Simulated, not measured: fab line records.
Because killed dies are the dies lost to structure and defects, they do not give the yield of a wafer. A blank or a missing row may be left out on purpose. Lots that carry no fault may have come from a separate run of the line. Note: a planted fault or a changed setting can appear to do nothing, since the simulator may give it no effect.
Problem report, 8D (eight disciplines) form, completed by code ; flow n5_finfet ; the parts of the form that need people (team, actions taken, sign-off) are left out

1. THE PROBLEM
cd_nm at N5_BEOL_M5_CD_MEAS_18 reads a mean of 29.35 nm on 1 wafer of 1 lot; wafers without a fault read 28.06 nm with a standard deviation of 0.27. That puts it +4.8 standard deviations away from the usual mean.
The step: pitch 56 nm, target cd 28 nm.
Seen first at day 17 22:05 on cd_sem-01, wafer L859.6. Wafers with a number at this step in the record: 30, from 10 lots. The rule behind "out" and "out of limits": a value lying over 4 standard deviations away from the usual mean. The rest of the wafers with a number are treated as sound.

2. WHAT IT IS, WHAT IT ISN'T
question;is;is not
which readings at this step;cd_nm;-
which lots;L859;L851, L852, L853, L854, L856, L858, L870, L873, L874
which wafers of those lots;L859.6;L859.1, L859.3
read on which gauges;cd_sem-01;cd_sem-02, cd_sem-03
when;from day 17 22:05;"up to then (26 sound wafers); but 3 sound wafers of L873 came after"

3. THE SUSPECTS, EACH WITH WHAT RULES IT OUT
Counting: any tool at a process step up to the reading remains a suspect provided it ran every lot that is out. Sound lots after the first of them don't rule it out here, since some wafers of a struck lot are sound.
- the gauge at N5_BEOL_M5_CD_MEAS_18: kept. All the wafers that are out were read on cd_sem-01, and no step on other tools shows them out.
- pecvd-02 at N5_BEOL_M5_ILD_DEP_00 (deposits SiCOH lowk from DEMS/porogen, target thk 140.64 nm, time 25.9 s): kept. It ran the lot that is out, L859 (day 17 16:37); its last sound lot up to then is L874 (day 16 05:20).
- rie_diel-03 at N5_BEOL_M5_ETCH_62 (etches SOC in N2/H2, target depth 75 nm, overetch 15 nm, time 112.5 s): kept. It ran the lot that is out, L859 (day 17 21:37); its last sound lot up to then is L853 (day 10 15:24).
- rie_metal-03 at N5_BEOL_M5_HM_OPEN_17 (chemistry Cl2/BCl3, target TiN, target depth 20 nm, overetch 6 nm): kept. It ran the lot that is out, L859 (day 17 21:47); its last sound lot up to then is L870 (day 17 12:04).
- Within pecvd-02 at N5_BEOL_M5_ILD_DEP_00: the wafers that are out ran in chamber 0; their sound lot-mates ran in chambers 1, 2.
Left after counting: pecvd-02 at N5_BEOL_M5_ILD_DEP_00, rie_diel-03 at N5_BEOL_M5_ETCH_62, rie_metal-03 at N5_BEOL_M5_HM_OPEN_17, cd_sem-01 at N5_BEOL_M5_CD_MEAS_18.

4. THE CAUSE (what the simulator had put in)
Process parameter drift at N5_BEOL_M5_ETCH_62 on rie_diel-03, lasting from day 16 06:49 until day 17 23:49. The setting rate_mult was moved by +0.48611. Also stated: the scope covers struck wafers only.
After counting, 4 suspects remain, this tool included.

5. THE CHAIN OF EFFECTS, in route order
Each row: a reading where the mean over the struck wafers with a number is more than 3 standard deviations away from the usual. Only readings whose record carries a usual standard deviation are examined. hours: median over the lots of the time between each lot's start at the first step of this table that gives one and its start at this step. sigmas: the change, counted in usual standard deviations.
hours;step;reading;usual;on struck wafers;change;sigmas
0;N5_BEOL_M5_CD_MEAS_18;cd_nm;28.06 nm;29.35;+1.29;+4.8

6. HOW IT WOULD HAVE BEEN CAUGHT EARLIER
In this record the first reading out of limits at a measuring or inspecting step was taken at day 17 22:05, 39 hours after the fault began at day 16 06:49.
Tool readings at N5_BEOL_M5_ETCH_62 with a usual standard deviation given in the record: none out on any struck wafer, hence no alarm at a limit of 4 standard deviations on them.
Each of the lots that are out, 1 in all, had begun N5_BEOL_M5_ETCH_62 on rie_diel-03 no later than day 17 22:05. None of them would have been spared by holding the tool at that moment.
